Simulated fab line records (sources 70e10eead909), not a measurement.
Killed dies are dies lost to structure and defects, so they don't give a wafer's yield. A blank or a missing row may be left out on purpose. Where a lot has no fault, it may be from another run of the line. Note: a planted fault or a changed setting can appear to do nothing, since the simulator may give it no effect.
Chamber matching ; flow nand_harc ; NHARC_A_CHANNEL_HOLE_D1_DEP_01 on pecvd-04: 3 sister chambers
The step deposits SiON, target thk 140 nm. 3 wafers are shown with their chamber, then 8 later ones without.

## WAFERS PAIRED WITH THEIR CHAMBERS
wafer;chamber;heater_power_w (W)
L094.1;0;818
L094.6;2;783
L094.2;1;916

## WAFERS WHOSE CHAMBER IS MISSING
wafer;heater_power_w (W)
L094.4;663
L094.5;929
L096.2;938
L096.3;759
L096.5;932
L097.3;720
L097.5;792
L097.6;738

## WHICH CHAMBER EACH WENT THROUGH
wafer;from the rows above;in truth
L094.4;can't be placed: 2 or 0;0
L094.5;can't be placed: 1 or 0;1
L096.2;can't be placed: 1 or 0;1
L096.3;can't be placed: 2 or 0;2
L096.5;can't be placed: 1 or 0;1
L097.3;can't be placed: 2 or 0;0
L097.5;can't be placed: 2 or 0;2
L097.6;can't be placed: 2 or 0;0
0 of 8 placed correctly. Can't be placed from these rows: 8 (the true chamber is among the candidates in 8). Number placed wrongly: 0.
How it was worked out, from the rows above alone: a wafer's distance from a chamber is the root of the sum, over the readings, of the square of ((its reading less the chamber's mean) divided by the reading's scatter). If the next closest chamber is less than 2 further off than the closest, the wafer can't be placed; otherwise it belongs to the closest. For every chamber, the mean is computed from those of its wafers that are shown. The scatter: root of mean squared gap, hidden wafer to nearest shown wafer, with one shown wafer a chamber.
